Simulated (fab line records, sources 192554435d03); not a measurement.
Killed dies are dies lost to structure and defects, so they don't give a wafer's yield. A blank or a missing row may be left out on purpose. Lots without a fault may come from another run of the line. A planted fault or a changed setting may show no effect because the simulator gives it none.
Which tool did it? | flow n5_finfet | 9 lots, 27 wafers sampled, at 5 steps of a route of 1938

WHAT THE GAUGES READ, wafer by wafer
N5_BEOL_M2_CD_MEAS_18: pitch 36 nm, target cd 18 nm. Usual: cd_nm 17.8 nm, standard deviation 0.33.
lot  | measured     | on        | cd_nm (nm)     | flag
L142 | day 8 08:18  | cd_sem-03 | 18.2 18.1 17.3 |
L139 | day 8 09:11  | cd_sem-03 | 17.7 17.4 18.0 |
L146 | day 9 01:16  | cd_sem-01 | 18.2 18.2 17.7 |
L150 | day 10 03:52 | cd_sem-03 | 17.5 17.2 17.7 |
L153 | day 10 17:42 | cd_sem-02 | 18.2 17.8 18.5 |
L154 | day 11 03:47 | cd_sem-01 | 17.6 17.5 17.8 |
L156 | day 11 07:41 | cd_sem-03 | 18.1 17.9 18.0 |
L159 | day 11 22:45 | cd_sem-02 | 17.7 18.5 18.0 |
L158 | day 12 00:58 | cd_sem-03 | 17.7 18.2 18.1 |

N5_BEOL_M4_RC_MEAS_101. Usual: DIBL_N 36.6 mV/V, standard deviation 1.9; DIBL_P 36.7 mV/V, standard deviation 2.2; IOFF_N 0.16 nA/um, standard deviation 0.035; IOFF_P 0.22 nA/um, standard deviation 0.038; ION_N 672 uA/um, standard deviation 14; ION_P 462 uA/um, standard deviation 8.3; SS_N 71.6 mV/dec, standard deviation 0.65; SS_P 73.5 mV/dec, standard deviation 0.72; VT_N 250 mV, standard deviation 3.5; VT_P -250 mV, standard deviation 3.1.
lot  | measured     | on        | DIBL_N (mV/V)  | DIBL_P (mV/V)  | IOFF_N (nA/um) | IOFF_P (nA/um) | ION_N (uA/um) | ION_P (uA/um) | SS_N (mV/dec)  | SS_P (mV/dec)  | VT_N (mV)   | VT_P (mV)      | flag
L146 | day 11 09:17 | prober-02 | 36.3 37.3 36.5 | 36.6 38.0 37.6 | 0.15 0.16 0.16 | 0.21 0.23 0.22 | 678 659 681   | 468 459 463   | 71.1 71.4 71.4 | 73.3 74.0 73.7 | 252 250 247 | -252 -248 -250 |
L150 | day 12 08:23 | prober-01 | 35.5 33.3 35.3 | 35.2 32.9 34.6 | 0.13 0.11 0.14 | 0.18 0.16 0.18 | 650 656 665   | 451 459 452   | 71.8 70.9 71.5 | 73.1 72.7 73.1 | 252 254 253 | -251 -254 -251 |
L153 | day 13 03:19 | prober-01 | 38.8 35.6 38.5 | 40.6 36.4 40.4 | 0.21 0.15 0.21 | 0.29 0.21 0.30 | 670 656 670   | 462 456 467   | 72.3 71.5 72.9 | 74.8 72.8 74.9 | 247 253 245 | -244 -249 -247 |
L154 | day 13 05:08 | prober-02 | 36.2 36.8 35.7 | 37.9 38.9 37.4 | 0.19 0.19 0.18 | 0.24 0.25 0.23 | 674 671 679   | 467 464 465   | 71.5 71.4 72.3 | 74.5 73.9 73.9 | 246 248 247 | -247 -248 -247 |
L156 | day 13 09:16 | prober-02 | 40.8 35.1 36.6 | 42.0 35.6 36.8 | 0.26 0.14 0.16 | 0.32 0.21 0.21 | 692 663 676   | 467 457 462   | 72.9 71.1 71.7 | 74.4 73.1 73.4 | 245 251 250 | -245 -249 -251 |
L159 | day 14 07:49 | prober-02 | 38.0 39.0 37.8 | 37.2 39.1 36.6 | 0.19 0.23 0.18 | 0.26 0.31 0.25 | 699 682 674   | 472 467 463   | 71.8 71.8 72.4 | 73.5 74.1 73.6 | 249 245 248 | -244 -244 -245 |
L158 | day 14 14:19 | prober-02 | 38.1 35.2 35.7 | 37.1 34.2 34.4 | 0.19 0.14 0.14 | 0.25 0.19 0.21 | 669 680 678   | 458 466 474   | 71.4 71.2 71.6 | 73.8 72.6 73.6 | 249 251 249 | -248 -250 -248 |

WHICH TOOL RAN EACH LOT (tool, then ch and the chambers of the sampled wafers, then the start)
lot  | N5_BEOL_M2_ETCH_77                 | N5_BEOL_M2_ETCHBACK_99             | N5_BEOL_M2_VIA_ETCH_34
L142 | rie_diel-02 ch 1,2, day 8 09:47    | rie_diel-04 ch 1,2,3, day 8 12:42  | rie_diel-04 ch 1,2,3, day 8 12:51
L139 | rie_diel-02 ch 1,3, day 8 09:54    | rie_diel-02 ch 1,3, day 8 12:31    | rie_diel-02 ch 1,3, day 8 12:39
L146 | rie_diel-02 ch 0,1,2, day 9 01:53  | rie_diel-02 ch 1,2,3, day 9 09:38  | rie_diel-02 ch 1,2,3, day 9 09:47
L150 | rie_diel-05 ch 0,3, day 10 04:28   | rie_diel-02 ch 1,2,3, day 10 11:26 | rie_diel-02 ch 1,2,3, day 10 11:35
L153 | rie_diel-05 ch 0,2, day 10 18:18   | rie_diel-04 ch 1,3, day 11 08:01   | rie_diel-04 ch 1,3, day 11 08:09
L154 | rie_diel-04 ch 0,2,3, day 11 05:17 | rie_diel-05 ch 1,2,3, day 11 16:01 | rie_diel-05 ch 1,2,3, day 11 16:09
L156 | rie_diel-04 ch 0,1,2, day 11 08:25 | rie_diel-04 ch 0,2,3, day 12 06:47 | rie_diel-04 ch 0,2,3, day 12 06:56
L159 | rie_diel-02 ch 2,3, day 11 23:21   | rie_diel-02 ch 0,1,3, day 12 15:07 | rie_diel-02 ch 0,1,3, day 12 15:15
L158 | rie_diel-04 ch 0,1,2, day 12 01:34 | rie_diel-05 ch 0,1,2, day 12 20:13 | rie_diel-05 ch 0,1,2, day 12 20:21
- N5_BEOL_M2_ETCH_77: etches underlayer in N2/H2, target depth 6.5 nm, time 5.2 s.
- N5_BEOL_M2_ETCHBACK_99: etches SiO2 in CHF3, target depth 5 nm, time 10.4 s.
- N5_BEOL_M2_VIA_ETCH_34: etches the open film in C4F6/O2, target depth 69.4 nm, time 65.9 s.

WHAT THE TOOLS THEMSELVES READ (means of the sampled wafers that have a number; where no wafer has one, the mark that the record gives instead)
N5_BEOL_M2_ETCH_77. Usual: bias_w 150.1 W, standard deviation 0.43; chamber_pressure_mTorr 30.00 mTorr, standard deviation 0.042; drypump_motor_current_A 5.8 A, standard deviation 0.44; etch_rf_on_time_s 5.30 s, standard deviation 0.17; oes_product_au 0.62 a.u., standard deviation 0.054; rf_fwd_power_W 819.0 W, standard deviation 2.4; rf_vpp_V 524.0 V, standard deviation 3; showerhead_plenum_p_Torr 2.56 Torr, standard deviation 0.1; throttle_valve_pct 17.98 %, standard deviation 0.25.
lot  | tool        | bias_w (W) | chamber_pressure_mTorr (mTorr) | drypump_motor_current_A (A) | etch_rf_on_time_s (s) | oes_product_au (a.u.) | rf_fwd_power_W (W) | rf_vpp_V (V) | showerhead_plenum_p_Torr (Torr) | throttle_valve_pct (%) | flag
L142 | rie_diel-02 | 150.0      | 30.01                          | 6.0                         | 5.39                  | 0.64                  | 819.9              | 527.0        | 2.66                            | 18.00                  |
L139 | rie_diel-02 | 149.5      | 30.00                          | 5.5                         | 5.33                  | 0.61                  | 821.1              | 525.6        | 2.60                            | 18.07                  |
L146 | rie_diel-02 | 150.0      | 30.00                          | 6.0                         | 5.32                  | 0.63                  | 818.5              | 525.6        | 2.58                            | 17.91                  |
L150 | rie_diel-05 | 150.0      | 29.95                          | 5.8                         | 5.40                  | 0.60                  | 822.5              | 523.6        | 2.53                            | 18.18                  |
L153 | rie_diel-05 | 150.4      | 29.97                          | 5.6                         | 5.34                  | 0.60                  | 816.9              | 524.5        | 2.60                            | 18.03                  |
L154 | rie_diel-04 | 149.5      | 29.97                          | 5.8                         | 5.35                  | 0.61                  | 818.9              | 522.9        | 2.50                            | 17.90                  |
L156 | rie_diel-04 | 150.0      | 30.01                          | 5.7                         | 5.34                  | 0.62                  | 819.8              | 521.4        | 2.50                            | 17.87                  |
L159 | rie_diel-02 | 149.9      | 29.99                          | 5.9                         | 5.08                  | 0.65                  | 818.4              | 526.1        | 2.63                            | 17.91                  |
L158 | rie_diel-04 | 149.8      | 29.94                          | 5.7                         | 5.28                  | 0.62                  | 819.0              | 520.5        | 2.49                            | 17.87                  |

N5_BEOL_M2_ETCHBACK_99. Usual: drypump_motor_current_A 5.7 A, standard deviation 0.4; oes_product_au 0.73 a.u., standard deviation 0.064; rf_fwd_power_W 212.9 W, standard deviation 0.77; rf_vpp_V 241 V, standard deviation 4.7; showerhead_plenum_p_Torr 2.16 Torr, standard deviation 0.079; throttle_valve_pct 17.16 %, standard deviation 0.28.
lot  | tool        | drypump_motor_current_A (A) | oes_product_au (a.u.) | rf_fwd_power_W (W) | rf_vpp_V (V) | showerhead_plenum_p_Torr (Torr) | throttle_valve_pct (%) | flag
L142 | rie_diel-04 | 5.7                         | 0.71                  | 213.1              | 240          | 2.17                            | 17.34                  |
L139 | rie_diel-02 | 5.2                         | 0.70                  | 213.2              | 246          | 2.14                            | 17.11                  |
L146 | rie_diel-02 | 5.7                         | 0.74                  | 212.7              | 246          | 2.20                            | 17.10                  |
L150 | rie_diel-02 | 5.7                         | 0.73                  | 212.1              | 245          | 2.20                            | 17.12                  |
L153 | rie_diel-04 | 5.6                         | 0.67                  | 213.1              | 242          | 2.22                            | 17.53                  |
L154 | rie_diel-05 | 6.0                         | 0.81                  | 212.6              | 243          | 2.22                            | 17.04                  |
L156 | rie_diel-04 | 5.8                         | 0.71                  | 212.4              | 237          | 2.11                            | 17.11                  |
L159 | rie_diel-02 | 5.5                         | 0.76                  | 213.0              | 245          | 2.20                            | 17.03                  |
L158 | rie_diel-05 | 5.9                         | 0.77                  | 213.5              | 245          | 2.20                            | 17.15                  |

N5_BEOL_M2_VIA_ETCH_34. Usual: C4F6_flow_sccm 10.00 sccm, standard deviation 0.03; O2_flow_sccm 10.00 sccm, standard deviation 0.032; drypump_motor_current_A 5.7 A, standard deviation 0.4; oes_product_au 0.73 a.u., standard deviation 0.066; rf_fwd_power_W 347.6 W, standard deviation 1.3; rf_vpp_V 668 V, standard deviation 12; showerhead_plenum_p_Torr 2.85 Torr, standard deviation 0.1; throttle_valve_pct 30.80 %, standard deviation 0.28.
lot  | tool        | C4F6_flow_sccm (sccm) | O2_flow_sccm (sccm) | drypump_motor_current_A (A) | oes_product_au (a.u.) | rf_fwd_power_W (W) | rf_vpp_V (V) | showerhead_plenum_p_Torr (Torr) | throttle_valve_pct (%) | flag
L142 | rie_diel-04 | -                     | -                   | -                           | -                     | -                  | -            | -                               | -                      | OFF
L139 | rie_diel-02 | -                     | -                   | -                           | -                     | -                  | -            | -                               | -                      | OFF
L146 | rie_diel-02 | 10.00                 | 9.98                | 5.7                         | 0.75                  | 346.6              | 676          | 2.90                            | 30.67                  |
L150 | rie_diel-02 | 10.02                 | 10.03               | 5.7                         | 0.74                  | 347.5              | 677          | 2.90                            | 30.69                  |
L153 | rie_diel-04 | 10.01                 | 10.00               | 5.6                         | 0.67                  | 347.6              | 668          | 2.93                            | 31.03                  |
L154 | rie_diel-05 | 10.02                 | 10.02               | 6.0                         | 0.80                  | 347.5              | 672          | 2.92                            | 30.78                  |
L156 | rie_diel-04 | 10.00                 | 10.00               | 5.8                         | 0.72                  | 347.4              | 656          | 2.79                            | 30.70                  |
L159 | rie_diel-02 | 10.01                 | 9.99                | 5.5                         | 0.76                  | 347.9              | 675          | 2.90                            | 30.65                  |
L158 | rie_diel-05 | 9.98                  | 9.98                | 5.8                         | 0.77                  | 348.2              | 678          | 2.91                            | 30.92                  |

THE ANSWER, worked out from the rows above alone
Rule: a lot is off if the mean of its wafers that have a number lies more than 3 standard deviations from the usual mean. A lot without any number at a reading at which 4 lots or more have one is off too. The other lots that the step has rows for count as sound. The gauges are gone through in route order, then the tools' own readings, and for those a lot's mean is taken as printed above. The first step at which some lot is off is used, and at that step the reading that is off furthest; a lot without a number counts as furthest.
Off: L142, L139, at N5_BEOL_M2_VIA_ETCH_34 (C4F6_flow_sccm). Without a number there: L142, L139.
A tool fits if, at that step or a process step before it, it ran every lot that is off, and no sound lot after the first of them. None of those tried fits.

WHAT THE SIMULATOR HAD PUT IN
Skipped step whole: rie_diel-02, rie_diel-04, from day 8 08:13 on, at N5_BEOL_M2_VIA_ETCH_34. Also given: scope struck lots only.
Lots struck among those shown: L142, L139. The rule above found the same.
